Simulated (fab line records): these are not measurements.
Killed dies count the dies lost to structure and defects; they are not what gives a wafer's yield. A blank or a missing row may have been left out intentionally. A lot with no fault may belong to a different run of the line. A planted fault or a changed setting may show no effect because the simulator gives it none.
fab line records	flow n5_finfet
record lots=7	wafers=39
route steps=1938 shown FIN_SAQP@116 DUMMY_GATE@237 SD_EPI_P@321 HKMG_FIN@389 MOL_CONTACT_COAG@532 BEOL_M4@1111
start_h: hours from the record's opening day to when the first of the lot's shown wafers began	wait_h: how many hours have passed since the lot's step before this one	" repeats the value in the row above	L1.1+2: a row that stands for several wafers	- value missing, or start not given	* or withheld: withheld	< > ~ a bound
route shown NAME@n: names a module that has steps shown in the file, with the first one's number in the route	usual: mean/standard deviation of fault-free wafers	same: alike in all rows	chamber/n: place in a boat	sites: each site's reading	_std_site: the values' standard deviation	_edge_site: outer sites' mean less inner sites'	radius_mm: for every site, how far away it sits from the centre of the wafer	mask NAME#n: copy n	behind: the last tool/chamber to shape the wafer	hold: cause of the lot's hold/its duration in hours/its outcome	device: which transistor (n, p or np) failed to switch	end of line: tests of these same wafers at the route's end	a step with no rows: only its recipe	killed: at the first sort, the dies lost to defects and structure; wafer yield is something else	map: a wafer's dies, x killed, . not, _ none there
set.NAME: setting as actually run; set.NAME@STEP: the setting as run at that earlier step	model.NAME: the simulator's own value behind a step, which no gauge read
lots run with intentionally changed settings; tables by step, rows by wafer
## steps
# step N5_FIN_SAQP_ETCH_52
# recipe chemistry=N2/H2	target=SOC	target_depth_a=1000	overetch_a=200	mask_material=SiARC	temp_c=40	time_s=150	ion_energy_ev=200	pressure_mtorr=30	source_w=840	bias_w=150	n2_flow_sccm=200	h2_flow_sccm=200	ends=end_point
# step N5_DUMMY_GATE_ETCH_37
# recipe chemistry=N2/H2	target=SOC	target_depth_a=600	overetch_a=300	temp_c=40	ion_energy_ev=200	pressure_mtorr=30	source_w=840	bias_w=150	n2_flow_sccm=200	h2_flow_sccm=200
# step N5_DUMMY_GATE_ETCH_31
# recipe chemistry=C4F6/O2	target=SiO2	mask_material=SOC	target_depth_a=825	time_s=27.5	ion_energy_ev=250	pressure_mtorr=30	source_w=345	bias_w=185	Ar_flow_sccm=300	C4F6_flow_sccm=10	O2_flow_sccm=10
# step N5_DUMMY_GATE_ETCH_42
# recipe chemistry=CHF3/O2	target=SiO2	target_depth_a=35	time_s=31	ion_energy_ev=30	bias_w=12	pressure_mtorr=30	source_w=600	Ar_flow_sccm=200	CHF3_flow_sccm=50	O2_flow_sccm=5
# step N5_SD_EPI_P_EPI_21
# recipe material=SiGe:B	dopant=B	temp_c=550	pressure_torr=20	ambient=H2	time_s=355
# step N5_HKMG_FIN_ALD_75
# recipe material=Al2O3	target_thk_a=10	temp_c=150	ald_precursor_family=TMA	ald_co_reactant=H2O	pulse_time_s=withheld	co_reactant_pulse_time_s=1
# step N5_MOL_CONTACT_COAG_ETCH_106
# recipe chemistry=N2/H2	target=SOC	target_depth_a=800	overetch_a=160	mask_material=SiARC	temp_c=40	time_s=120	ion_energy_ev=200	pressure_mtorr=30	source_w=840	bias_w=150	n2_flow_sccm=200	h2_flow_sccm=200
# step N5_MOL_CONTACT_COAG_CONTACT_ETCH_14
# recipe chemistry=C4F6/O2	target=SiO2	target_depth_a=275	overetch_a=85	mask_material=SOC	pressure_mtorr=30	source_w=370	bias_w=185	Ar_flow_sccm=300	C4F6_flow_sccm=16	O2_flow_sccm=10	time_s=20	ion_energy_ev=259.6
# step N5_MOL_CONTACT_COAG_ETCH_124
# recipe chemistry=CH3F/O2	target=SiNx	target_depth_a=65	mask_material=SOC	stop_on=SiOC	over_etch_frac=0.3	ion_energy_ev=120	pressure_mtorr=30	source_w=395	bias_w=73	Ar_flow_sccm=150	CH3F_flow_sccm=30	O2_flow_sccm=20	ends=end_point
# step N5_BEOL_M4_RC_MEAS_101
# usual REXT_P=99.9/2.1	RS_SD_P=65.7/0.85	VT_P_LVT=-99.2/2
lot.wafer	tool	chamber	start_h	wait_h	set.source_w@FIN_SAQP_ETCH_52	set.source_w@DUMMY_GATE_ETCH_37	set.target_depth_a@DUMMY_GATE_ETCH_31	set.bias_w@DUMMY_GATE_ETCH_42	set.time_s@SD_EPI_P_EPI_21	set.target_thk_a@HKMG_FIN_ALD_75	set.source_w@MOL_CONTACT_COAG_ETCH_106	set.source_w@MOL_CONTACT_COAG_CONTACT_ETCH_14	set.source_w@MOL_CONTACT_COAG_ETCH_124	REXT_P[ohm.um]	RS_SD_P[ohm/sq]	VT_P_LVT[mV]
L077.1	prober-01	0	204.19	0.0	840	840	825	12	355	10	840	370	395	99.9	66.7	-97.4
L077.2	"	0	"	"	840	840	825	12	355	10	840	370	395	99.8	65.7	-99.2
L077.4	"	0	"	"	840	840	825	12	355	10	840	370	395	101.8	66.4	-100.7
L076.1	prober-02	0	222.00	0.0	840	979.4	825	12	306	11.15	840	370	330.2	105.1	71.9	-102.6
L076.2	"	0	"	"	840	979.4	825	12	355	10	888.9	344.4	330.2	101.4	65.2	-96.8
L076.3	"	0	"	"	840	979.4	825	9.76	306	10	840	344.4	395	106.1	72.1	-101.6
L076.4	"	0	"	"	840	840	825	12	355	11.15	840	344.4	395	101.7	66.9	-98.0
L076.5	"	0	"	"	840	840	825	9.76	306	10	888.9	370	395	105.7	72.0	-101.4
L076.6	"	0	"	"	840	840	825	9.76	355	11.15	888.9	370	330.2	100.4	65.9	-98.6
L083.1	prober-01	0	249.15	0.0	840	972.2	825	12	355	10	707.1	370	395	101.6	64.8	-99.4
L083.2	"	0	"	"	779.2	972.2	825	10.99	355	10.7	707.1	370	429.2	102.4	64.3	-101.9
L083.3	"	0	"	"	779.2	840	825	12	355	10.7	707.1	325.6	429.2	102.3	65.2	-99.8
L083.4	"	0	"	"	779.2	840	825	12	355	10	840	370	429.2	99.4	64.7	-102.2
L083.5	"	0	"	"	840	840	825	10.99	355	10	840	325.6	395	102.5	65.6	-102.1
L083.6	"	0	"	"	840	972.2	825	10.99	355	10.7	840	325.6	395	100.0	65.4	-100.8
L086.1	prober-01	0	257.31	0.0	718.4	840	895.4	12	314.6	11.38	840	370	357	102.8	70.4	-105.6
L086.2	"	0	"	"	718.4	679.6	895.4	12	355	10	840	370	395	98.9	63.8	-102.6
L086.3	"	0	"	"	718.4	840	825	12	314.6	10	840	370	395	102.2	69.2	-102.9
L086.4	"	0	"	"	840	679.6	825	12	314.6	11.38	840	370	357	102.6	70.3	-105.0
L086.5	"	0	"	"	840	679.6	895.4	12	355	11.38	840	370	395	99.9	63.9	-102.6
L086.6	"	0	"	"	840	840	825	12	355	10	840	370	357	97.2	64.5	-98.7
L089.1	prober-01	0	280.13	0.0	840	840	744.8	12	292.8	10.38	840	370	395	105.7	75.0	-102.7
L089.2	"	0	"	"	936.2	840	744.8	12	292.8	10	840	339.9	395	106.5	75.5	-105.2
L089.3	"	0	"	"	936.2	950.2	825	10.24	292.8	10.38	840	370	395	105.3	76.1	-102.4
L089.4	"	0	"	"	840	950.2	744.8	10.24	355	10	840	339.9	395	99.5	66.6	-99.4
L089.5	"	0	"	"	936.2	840	825	10.24	355	10	840	370	395	100.0	66.8	-99.3
L089.6	"	0	"	"	840	950.2	825	12	355	10.38	840	339.9	395	99.4	67.0	-97.4
L090.1	prober-01	0	289.62	0.0	886.9	840	825	10.16	355	10	683.2	370	395	103.3	65.1	-100.2
L090.2	"	0	"	"	840	840	793.7	10.16	355	8.86	683.2	370	361.3	102.6	65.0	-99.3
L090.3	"	0	"	"	840	840	825	12	355	10	840	370	361.3	102.2	65.0	-98.6
L090.4	"	0	"	"	886.9	840	825	12	355	8.86	840	434.6	395	103.0	64.7	-99.2
L090.5	"	0	"	"	886.9	840	793.7	12	355	10	683.2	434.6	395	105.0	65.2	-99.9
L090.6	"	0	"	"	840	840	793.7	10.16	355	8.86	840	434.6	361.3	102.3	66.2	-99.2
L096.1	prober-02	0	327.70	0.0	932.9	840	825	12	355	10	840	422.3	395	99.5	65.3	-94.9
L096.2	"	0	"	"	840	694.9	771.5	9.895	355	10	840	370	395	97.8	65.3	-96.4
L096.3	"	0	"	"	840	840	825	12	355	10.81	840	370	395	99.0	65.7	-95.9
L096.4	"	0	"	"	932.9	694.9	825	9.895	355	10	840	422.3	353.2	100.4	66.0	-98.6
L096.5	"	0	"	"	932.9	840	771.5	9.895	355	10.81	840	422.3	353.2	98.9	65.8	-95.3
L096.6	"	0	"	"	840	694.9	771.5	12	355	10.81	840	370	353.2	98.2	65.3	-94.6
## key
split step=N5_FIN_SAQP_ETCH_52	setting=source_w	stated_as=840
response none clear
split step=N5_DUMMY_GATE_ETCH_37	setting=source_w	stated_as=840
response none clear
split step=N5_DUMMY_GATE_ETCH_31	setting=target_depth_a	stated_as=825
response none clear
split step=N5_DUMMY_GATE_ETCH_42	setting=bias_w	stated_as=12
response none clear
split step=N5_SD_EPI_P_EPI_21	setting=time_s	stated_as=355
response step=N5_BEOL_M4_RC_MEAS_101	reading=RS_SD_P	slope=-0.487	per=1%	together_with=all	explained=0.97
response step=N5_BEOL_M4_RC_MEAS_101	reading=REXT_P	slope=-0.345	per=1%	together_with=all	explained=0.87
response step=N5_BEOL_M4_RC_MEAS_101	reading=VT_P_LVT	slope=+0.295	per=1%	together_with=all	explained=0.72
split step=N5_HKMG_FIN_ALD_75	setting=target_thk_a	stated_as=10
response none clear
split step=N5_MOL_CONTACT_COAG_ETCH_106	setting=source_w	stated_as=840
response none clear
split step=N5_MOL_CONTACT_COAG_CONTACT_ETCH_14	setting=source_w	stated_as=370
response none clear
split step=N5_MOL_CONTACT_COAG_ETCH_124	setting=source_w	stated_as=395
response none clear
